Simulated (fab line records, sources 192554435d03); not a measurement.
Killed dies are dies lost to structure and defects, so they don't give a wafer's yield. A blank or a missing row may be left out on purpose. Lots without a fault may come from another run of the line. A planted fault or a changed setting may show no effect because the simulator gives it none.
Split-lot experiment | flow n5_finfet | 7 lots, 21 wafers read, on a route of 1938 steps

THE SPLIT
At N5_PASSIVATION_PECVD_55 (deposits SiO2 from SiH4/N2O, target thk 400 nm, time 22.5 s), the setting time_s was moved away from the recipe's 22.5 s on 7 of the 21 wafers read, by -13.4% to +5.1%. The other wafers ran this setting at the recipe's value.

The reading is taken at the split's own step.

THE READING
SiO2_of_PASSIVATION_PECVD_55.thk_nm (the simulator's own value, which no gauge read), in nm, at N5_PASSIVATION_PECVD_55 (deposits SiO2 from SiH4/N2O, target thk 400 nm, time 22.5 s). The file gives no usual value for it. The 14 wafers here that ran the recipe average 398.4 nm, standard deviation 6 nm.

wafer  | tool, chamber at the split | time_s as run, s | against the recipe | SiO2_of_PASSIVATION_PECVD_55.thk_nm, nm | against lot-mates on the recipe
L076.3 | pecvd-01, 2                | 19.48            | -13.4%             | 343.8                                   | -56.0
L076.4 | pecvd-01, 1                | 22.5             | recipe             | 399.8                                   | -
L076.6 | pecvd-01, 2                | 19.48            | -13.4%             | 349.6                                   | -50.2
L079.1 | pecvd-03, 1                | 22.5             | recipe             | 401.8                                   | -
L079.4 | pecvd-03, 2                | 22.5             | recipe             | 399                                     | -
L079.6 | pecvd-03, 0                | 22.5             | recipe             | 397.4                                   | -
L086.1 | pecvd-04, 2                | 22.5             | recipe             | 395.8                                   | -
L086.2 | pecvd-04, 0                | 22.5             | recipe             | 400.2                                   | -
L086.3 | pecvd-04, 1                | 22.5             | recipe             | 387.8                                   | -
L091.1 | pecvd-03, 1                | 23.64            | +5.1%              | 422.6                                   | +28.4
L091.2 | pecvd-03, 2                | 22.5             | recipe             | 394.2                                   | -
L091.4 | pecvd-03, 0                | 23.64            | +5.1%              | 420.4                                   | +26.2
L094.1 | pecvd-04, 2                | 22.5             | recipe             | 396.2                                   | -
L094.2 | pecvd-04, 0                | 20.92            | -7.0%              | 377.6                                   | -24.3
L094.6 | pecvd-04, 0                | 22.5             | recipe             | 407.6                                   | -
L092.2 | pecvd-01, 0                | 22.5             | recipe             | 386.8                                   | -
L092.4 | pecvd-01, 1                | 22.5             | recipe             | 399.6                                   | -
L092.6 | pecvd-01, 2                | 22.5             | recipe             | 409                                     | -
L096.1 | pecvd-04, 2                | 22.5             | recipe             | 402.4                                   | -
L096.2 | pecvd-04, 0                | 19.52            | -13.2%             | 354.2                                   | -48.2
L096.6 | pecvd-04, 2                | 19.52            | -13.2%             | 352.6                                   | -49.8

THE FIT
A straight line over all 21 wafers: SiO2_of_PASSIVATION_PECVD_55.thk_nm changes by +3.7 nm for each +1% of time_s; r = +0.97; the points scatter about the line by 5.7 nm.
The same after taking each lot's own level away (the mean of its wafers on the recipe; 21 wafers): +3.98 nm for each +1%; r = +0.98; scatter 5.3 nm.
On that fit, the largest move of time_s shifts the reading by 53 nm.
The lots' own levels span 394.20 to 402.40 nm, that is 1.4 times the standard deviation above.
So the lot-to-lot level changes the slope little: the two slopes agree.
Check: with one of the wafers moved furthest among these (-13.4%) left out of the fit, the line predicts -51.1 nm for it against its lot-mates. It came out at -56 nm against them.

OTHER SPLITS ON THESE WAFERS
These wafers also went through other splits before the reading. Each is held against what the fit with the lots' levels taken away leaves over:
other split on the same wafers | wafers away from the commonest value | r with SiO2_of_PASSIVATION_PECVD_55.thk_nm (lot level and that fit taken away)
N5_BEOL_M14_COAT_58 spin_rpm   | 5                                    | +0.21
N5_BEOL_M15_SPUTTER_44 time_s  | 5                                    | -0.13

THE FILE'S OWN FIT
SiO2_of_PASSIVATION_PECVD_55.thk_nm changes by +3.88 nm for each +1% of time_s, r = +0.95.
